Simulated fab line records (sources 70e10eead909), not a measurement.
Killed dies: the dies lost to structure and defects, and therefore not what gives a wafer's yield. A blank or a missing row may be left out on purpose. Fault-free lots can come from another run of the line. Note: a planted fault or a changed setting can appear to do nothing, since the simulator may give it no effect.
Which tool did it? | flow nand_harc | Sampling: 13 lots, 39 wafers, 5 of 1159 route steps

## WHAT EACH GAUGE READ, for each wafer
NHARC_P_GATE_OVL_MEAS_27. Usual: overlay_x_nm 0.1 nm, standard deviation 0.95; overlay_y_nm 0.0 nm, standard deviation 0.79.
lot  | measured     | on         | overlay_x_nm (nm) | overlay_y_nm (nm) | flag
L837 | day 4 23:06  | overlay-01 | -0.9 -0.5 -0.5    | -0.4 -0.3 -0.6    |
L835 | day 4 23:29  | overlay-02 | 1.3 1.2 1.3       | 0.9 1.1 1.1       |
L836 | day 4 23:51  | overlay-02 | 0.3 -0.9 -0.7     | -0.5 -0.7 -0.1    |
L838 | day 5 12:16  | overlay-02 | 0.4 0.3 0.6       | 1.5 0.4 0.8       |
L839 | day 5 12:28  | overlay-01 | -0.9 -1.0 -1.0    | 1.1 0.6 0.7       |
L840 | day 5 19:44  | overlay-01 | -0.4 -0.4 -1.0    | -0.4 -0.4 0.0     |
L843 | day 6 22:27  | overlay-01 | -1.1 -0.5 -0.2    | 0.0 -0.5 -0.6     |
L845 | day 7 10:47  | overlay-01 | -1.3 -0.8 -1.1    | -0.5 -0.5 -0.2    |
L852 | day 8 18:42  | overlay-01 | -0.2 -0.1 0.0     | -0.8 -0.7 -0.6    |
L854 | day 9 06:26  | overlay-02 | -0.9 -0.7 -0.9    | -2.1 -1.7 -2.1    |
L855 | day 9 14:57  | overlay-02 | 2.7 2.0 2.2       | 0.4 0.8 0.5       |
L858 | day 10 05:01 | overlay-02 | 0.0 0.4 0.6       | 0.9 1.5 1.3       |
L857 | day 10 05:10 | overlay-02 | -0.6 -0.6 -0.2    | 0.0 0.5 0.3       |

NHARC_P_GATE_CD_MEAS_59 targets a cd of 720 nm. Usual: cd_nm reads 719.2 nm (standard deviation 2.6).
lot  | measured     | on        | cd_nm (nm)        | flag
L837 | day 5 13:47  | cd_sem-03 | 717.8 720.4 712.0 |
L835 | day 5 15:31  | cd_sem-03 | 716.5 723.5 718.9 |
L836 | day 5 14:39  | cd_sem-03 | 722.7 724.1 720.4 |
L838 | day 6 01:52  | cd_sem-03 | 713.8 717.2 720.4 |
L839 | day 6 02:12  | cd_sem-03 | 720.8 717.5 719.9 |
L840 | day 6 09:29  | cd_sem-02 | 720.4 721.1 716.9 |
L843 | day 7 12:25  | cd_sem-01 | - - -             | OFF
L845 | day 8 00:40  | cd_sem-03 | 716.6 720.6 715.6 |
L852 | day 9 16:16  | cd_sem-03 | 713.4 720.0 718.8 |
L854 | day 9 22:34  | cd_sem-01 | 719.1 717.0 716.7 |
L855 | day 10 04:49 | cd_sem-03 | 719.8 715.2 720.7 |
L858 | day 10 20:57 | cd_sem-01 | 720.3 716.5 714.9 |
L857 | day 10 18:55 | cd_sem-01 | 717.7 722.4 723.3 |

## EACH LOT AND THE TOOL THAT RAN IT (in order: tool; ch and the chambers of the sampled wafers; start)
lot  | NHARC_P_GATE_DESCUM_48             | NHARC_P_GATE_STRIP_75                | NHARC_P_GATE_EXPOSE_56
L837 | rie_diel-12 ch 0,1,3, day 5 12:06  | plasma_asher-02 ch 0,1, day 5 12:51  | krf_scanner-03 ch 0, day 5 13:38
L835 | rie_diel-03 ch 1,2,3, day 5 14:02  | plasma_asher-02 ch 0,1, day 5 14:43  | krf_scanner-01 ch 0, day 5 15:22
L836 | rie_diel-03 ch 2,3, day 5 13:04    | plasma_asher-02 ch 0, day 5 13:44    | krf_scanner-01 ch 0, day 5 14:29
L838 | rie_diel-12 ch 0,2,3, day 6 00:16  | plasma_asher-01 ch 0,1, day 6 00:56  | krf_scanner-03 ch 0, day 6 01:42
L839 | rie_diel-12 ch 2,3, day 6 00:36    | plasma_asher-02 ch 0,1, day 6 01:18  | krf_scanner-04 ch 0, day 6 02:03
L840 | rie_diel-02 ch 0,2, day 6 07:54    | plasma_asher-02 ch 0,1, day 6 08:35  | krf_scanner-01 ch 0, day 6 09:20
L843 | rie_diel-12 ch 1,3, day 7 10:41    | plasma_asher-02 ch 0,1, day 7 11:29  | krf_scanner-01 ch 0, day 7 12:15
L845 | rie_diel-02 ch 0,2,3, day 7 23:02  | plasma_asher-02 ch 0,1, day 7 23:44  | krf_scanner-04 ch 0, day 8 00:30
L852 | rie_diel-03 ch 1,2,3, day 9 14:49  | plasma_asher-02 ch 0,1, day 9 15:29  | krf_scanner-03 ch 0, day 9 16:07
L854 | rie_diel-03 ch 0,1, day 9 20:59    | plasma_asher-01 ch 0, day 9 21:40    | krf_scanner-01 ch 0, day 9 22:25
L855 | rie_diel-12 ch 1,2,3, day 10 03:13 | plasma_asher-02 ch 0,1, day 10 03:53 | krf_scanner-03 ch 0, day 10 04:40
L858 | rie_diel-03 ch 0,1,3, day 10 19:22 | plasma_asher-02 ch 0,1, day 10 20:01 | krf_scanner-03 ch 0, day 10 20:47
L857 | rie_diel-12 ch 1,3, day 10 17:19   | plasma_asher-02 ch 0,1, day 10 17:59 | krf_scanner-04 ch 0, day 10 18:45
- NHARC_P_GATE_DESCUM_48: chemistry O2, time 3 s.
- NHARC_P_GATE_STRIP_75: strips in O2.
- NHARC_P_GATE_EXPOSE_56: exposes mask P PSD, target cd 720 nm.

## WHAT THE TOOLS THEMSELVES READ (means of the sampled wafers that have a number; where no wafer has one, the mark that the record gives instead)
NHARC_P_GATE_DESCUM_48. Usual: drypump_motor_current_A 5.7 A, standard deviation 0.42; oes_product_au 0.998 a.u., standard deviation 0.015; rf_vpp_V 57.8 V, standard deviation 0.9; showerhead_plenum_p_Torr 1.91 Torr, standard deviation 0.094; throttle_valve_pct 11.312 %, standard deviation 0.0092.
lot  | tool        | drypump_motor_current_A (A) | oes_product_au (a.u.) | rf_vpp_V (V) | showerhead_plenum_p_Torr (Torr) | throttle_valve_pct (%) | flag
L837 | rie_diel-12 | 5.8                         | 1.005                 | 57.8         | 1.88                            | 11.313                 |
L835 | rie_diel-03 | 5.4                         | 0.999                 | 57.6         | 1.90                            | 11.316                 |
L836 | rie_diel-03 | 5.6                         | 1.004                 | 57.6         | 1.95                            | 11.312                 |
L838 | rie_diel-12 | 6.0                         | 1.011                 | 57.6         | 1.95                            | 11.312                 |
L839 | rie_diel-12 | 6.0                         | 1.014                 | 58.2         | 2.04                            | 11.311                 |
L840 | rie_diel-02 | 5.7                         | 0.990                 | 59.0         | 1.93                            | 11.312                 |
L843 | rie_diel-12 | 5.6                         | 1.013                 | 58.1         | 1.89                            | 11.300                 |
L845 | rie_diel-02 | 6.2                         | 0.991                 | 58.3         | 1.94                            | 11.307                 |
L852 | rie_diel-03 | 5.4                         | 0.987                 | 57.4         | 1.89                            | 11.317                 |
L854 | rie_diel-03 | 5.4                         | 0.992                 | 57.3         | 1.88                            | 11.320                 |
L855 | rie_diel-12 | 5.8                         | 1.020                 | 57.4         | 1.96                            | 11.315                 |
L858 | rie_diel-03 | 5.4                         | 0.981                 | 58.0         | 1.88                            | 11.305                 |
L857 | rie_diel-12 | 5.6                         | 1.024                 | 56.9         | 1.89                            | 11.307                 |

NHARC_P_GATE_STRIP_75. Usual: drypump_motor_current_A 5.7 A, standard deviation 0.58; heater_power_w 347 W, standard deviation 22.
lot  | tool            | drypump_motor_current_A (A) | heater_power_w (W) | flag
L837 | plasma_asher-02 | 6.0                         | 362                |
L835 | plasma_asher-02 | 5.5                         | 354                |
L836 | plasma_asher-02 | 6.4                         | 376                |
L838 | plasma_asher-01 | 5.5                         | 319                |
L839 | plasma_asher-02 | 6.0                         | 362                |
L840 | plasma_asher-02 | 6.0                         | 371                |
L843 | plasma_asher-02 | 5.5                         | 361                |
L845 | plasma_asher-02 | 5.6                         | 359                |
L852 | plasma_asher-02 | 5.5                         | 355                |
L854 | plasma_asher-01 | 5.2                         | 306                |
L855 | plasma_asher-02 | 5.5                         | 351                |
L858 | plasma_asher-02 | 6.0                         | 351                |
L857 | plasma_asher-02 | 6.0                         | 354                |

## THE ANSWER, worked out from the rows above alone
Rule: a lot is off if the mean of its wafers that have a number lies more than 3 standard deviations from the usual mean. Also off: a lot with no number at a reading for which 4 or more lots have one. Any other lot the step has rows for is counted as sound. First the gauges in route order, then the tools' own readings, where a lot's mean is used as printed above. The first step at which some lot is off is used, and at that step the reading that is off furthest; a lot without a number counts as furthest.
Off: L843 (NHARC_P_GATE_CD_MEAS_59, cd_nm). Without a number there: L843.
A tool fits if, at a process step before that reading, it ran every lot that is off, and no sound lot after the first of them. Those tools and the gauges at NHARC_P_GATE_CD_MEAS_59 are tried in the same way. None of those tried fits.

## WHAT THE SIMULATOR HAD PUT IN
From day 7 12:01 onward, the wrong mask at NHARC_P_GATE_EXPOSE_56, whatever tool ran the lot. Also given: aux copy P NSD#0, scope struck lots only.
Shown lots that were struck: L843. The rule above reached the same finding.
